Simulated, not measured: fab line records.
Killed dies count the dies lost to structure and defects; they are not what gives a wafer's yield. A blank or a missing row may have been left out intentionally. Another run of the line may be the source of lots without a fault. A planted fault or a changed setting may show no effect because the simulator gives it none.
Problem report, 8D (eight disciplines) form, completed by code | flow nand-harc | the parts of the form that need people (team, actions taken, sign-off) are left out

## 1. THE ISSUE
At NHARC_A_SLIT_SOFTBAKE_04, heater-power-total-W averages 193.23 W over 9 wafers from 3 lots, while fault-free wafers read 188.45 W, standard deviation 0.14. That puts it +34 standard deviations away from the usual mean.
The step: time 55 s.
The first sign was on wafer L768.1 at day 25 12:00, on litho-track-01. The record has a number at this step for 39 wafers belonging to 13 lots. Rule for "out", or "out of limits": more than 4 standard deviations from the usual mean. The rest of the wafers with a number are treated as sound.

## 2. WHAT IT IS AND WHAT IT IS NOT
question                    | is                     | is not
which readings at this step | heater-power-total-W   | -
which lots                  | L768, L770, L773       | L755, L757, L758, L762, L763, L765, L767, L775, L776, L778
which wafers of those lots  | all that have a number | -
read on which tools         | litho-track-01         | litho-track-04, litho-track-06
when                        | from day 25 12:00      | up to then (21 sound wafers); but 9 sound wafers of L775, L776, L778 came after

## 3. WHAT RULES OUT EACH SUSPECT
Counting: a tool at any process step up to the reading remains a suspect when it ran all the lots that are out and ran no sound lot after the first of those.
- litho-track-01 at NHARC_A_SLIT_SOFTBAKE_04 (time 55 s): kept. Every lot that is out went through it, starting with L768 (day 25 12:00), and after that it ran no sound lot; the last sound lot it ran before then is L767 (day 24 16:00). Its own readings are out on those wafers: heater-power-total-W.
After counting, what remains is litho-track-01 at NHARC_A_SLIT_SOFTBAKE_04.

## 4. THE CAUSE (what the simulator had put in)
Process parameters drifting: litho-track-01 at NHARC_A_SLIT_SOFTBAKE_04, beginning at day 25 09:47. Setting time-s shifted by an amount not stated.
The count eliminated every tool but this one.

## 5. THE CHAIN OF EFFECTS, in route order
Rows list readings where the struck wafers' mean (over those with a number) sits beyond 3 standard deviations from the usual. Scope: only readings with a usual standard deviation given in the record; hours: median across lots of the time from each lot's start at the first step in this table that gives one to its start at this step; sigmas: change in usual standard deviations.
hours | step                     | reading              | usual    | on struck wafers | change | sigmas
0     | NHARC_A_SLIT_SOFTBAKE_04 | heater-power-total-W | 188.45 W | 193.23           | +4.78  | +34
It contains these process steps:
- NHARC_A_SLIT_SOFTBAKE_04: time 55 s.
Later measuring or inspecting steps at which every struck wafer that the step has a row for has a number for every such reading, and none has moved that far: NHARC_END_SORT_01.

## 6. WHAT WOULD HAVE CAUGHT IT SOONER
2 hours passed between the start of the fault at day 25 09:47 and the first reading out of limits in this record, taken at day 25 12:00.
